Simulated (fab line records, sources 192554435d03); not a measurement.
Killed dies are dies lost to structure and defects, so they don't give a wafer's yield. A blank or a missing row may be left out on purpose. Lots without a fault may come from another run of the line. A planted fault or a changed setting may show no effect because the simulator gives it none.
Chamber matching | flow n5_finfet | N5_GATE_CUT_SAC_CAP_01 on ald_sin-03: 4 sister chambers
The step material SiNx, target thk 24 nm, pulse time 1 s, ald cycles 480. 16 wafers are shown with their chamber, then 8 later ones without.

WAFERS WITH THEIR CHAMBER
wafer  | chamber | heater_power_w (W) | precursor_pulse_height_rel
L077.1 | 2       | 713                | 1.003
L077.3 | 0       | 842                | 0.988
L077.6 | 0       | 829                | 1.028
L084.1 | 3       | 846                | 1.019
L084.2 | 2       | 700                | 1.016
L084.6 | 0       | 848                | 1.008
L086.1 | 0       | 830                | 0.967
L086.2 | 1       | 811                | 0.985
L086.3 | 2       | 706                | 1.012
L086.4 | 3       | 847                | 1.014
L086.5 | 0       | 849                | 1.049
L086.6 | 1       | 825                | 0.989
L091.3 | 1       | 808                | 1.024
L091.5 | 3       | 838                | 0.979
L091.6 | 0       | 844                | 0.999
L092.3 | 1       | 810                | 1.001

SIGNATURES (means of the wafers above)
reading                    | chamber 0 | chamber 1 | chamber 2 | chamber 3 | scatter within a chamber
heater_power_w             | 840.33    | 813.50    | 706.33    | 843.67    | 7.64
precursor_pulse_height_rel | 1.00650   | 0.99975   | 1.01033   | 1.00400   | 0.0227
Rule: a wafer's distance from a chamber is the root of the sum, over the readings, of the square of ((its reading less the chamber's mean) divided by the reading's scatter). The wafer belongs to the nearest chamber; if the next one is less than 2 further off, it can't be placed. The scatter: the root of (the sum of the squares of (reading less its chamber's mean) over the shown wafers, divided by (wafers less chambers)).

WAFERS WITHOUT THEIR CHAMBER
wafer  | heater_power_w (W) | precursor_pulse_height_rel
L092.4 | 843                | 0.992
L092.6 | 834                | 1.018
L095.2 | 822                | 0.982
L095.3 | 824                | 0.971
L095.4 | 842                | 0.996
L097.2 | 810                | 1.025
L097.4 | 841                | 0.968
L097.5 | 841                | 0.996

WHICH CHAMBER EACH WENT THROUGH
wafer  | from the rows above          | in truth
L092.4 | can't be placed: 3 or 0      | 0
L092.6 | can't be placed: 0 or 3 or 1 | 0
L095.2 | can't be placed: 1 or 0 or 3 | 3
L095.3 | can't be placed: 1 or 0 or 3 | 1
L095.4 | can't be placed: 3 or 0      | 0
L097.2 | 1                            | 1
L097.4 | can't be placed: 3 or 0      | 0
L097.5 | can't be placed: 0 or 3      | 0
Placed correctly: 1 of 8. Can't be placed from these rows: 7 (the true chamber is among the candidates in 7). Placed wrongly: 0.
